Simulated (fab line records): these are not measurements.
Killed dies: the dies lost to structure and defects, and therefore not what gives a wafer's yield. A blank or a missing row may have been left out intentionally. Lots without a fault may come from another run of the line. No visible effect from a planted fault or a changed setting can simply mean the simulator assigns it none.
One fault through the eyes of 2 desks ; flow n5-finfet ; each desk holds nothing but its own numbers, with what lay behind them at the end

## AT THE TOOL OWNER'S DESK: rie-metal-01
The tool's own readings at N5_MIM_TOP_ETCH_ETCH_00 (etches TiN in Cl2/BCl3, target depth 38.5 nm): means of the sampled wafers that have a number, for each lot that ran on this tool. If a lot's mean is further than 4 standard deviations from the usual mean, the lot is out of limits and carries the mark OUT (the distance appears in the brackets).
Columns: A = bcl3-flow-sccm at N5_MIM_TOP_ETCH_ETCH_00, usual 21.74 sccm; B = drypump-motor-current-A at N5_MIM_TOP_ETCH_ETCH_00, usual 5.9 A; C = oes-product-au at N5_MIM_TOP_ETCH_ETCH_00, usual 0.86 a.u.; D = throttle-valve-pct at N5_MIM_TOP_ETCH_ETCH_00, usual 22.6 %
lot;first seen here;A;B;C;D
L312;day 12 05:15;21.81;5.9;0.91;22.8
L313;day 12 08:52;21.73;6.2;0.94;22.7
L316;day 13 00:04;21.75;6.2;0.93;22.7
L317;day 13 09:53;21.80;6.2;0.92;22.7
L321;day 14 03:43;21.76;6.3;1.06;22.6
L335;day 17 19:19;21.71;6.2;0.87;22.7
This desk's finding: nothing out of limits on any of the 6 lots.

## AT THE METROLOGY DESK
What the gauges read for every lot (on any tool): the sampled wafers with a number, averaged. If a lot's mean is further than 4 standard deviations from the usual mean, the lot is out of limits and carries the mark OUT (the distance appears in the brackets).
Columns: A = cd-nm at N5_MIM_BOT_LITHO_CD_MEAS_08, usual 2998.8 nm
lot;first seen here;A
L314;day 12 03:30;2999.9
L312;day 12 09:34;2998.6
L313;day 12 09:36;2999.0
L315;day 12 22:53;2998.5
L316;day 13 00:47;2998.2
L317;day 13 10:37;2996.2
L321;day 14 04:24;2998.1
L332;day 16 22:14;2999.3
L330;day 17 04:08;2998.5
L331;day 17 04:41;2999.7
L335;day 17 20:01;2999.4
This desk's finding: nothing out of limits on any of the 11 lots.

## TAKEN TOGETHER
The tool owner's desk saw nothing out of limits.
Metrology desk: nothing out of limits seen.

## WHAT THE SIMULATOR PUT IN
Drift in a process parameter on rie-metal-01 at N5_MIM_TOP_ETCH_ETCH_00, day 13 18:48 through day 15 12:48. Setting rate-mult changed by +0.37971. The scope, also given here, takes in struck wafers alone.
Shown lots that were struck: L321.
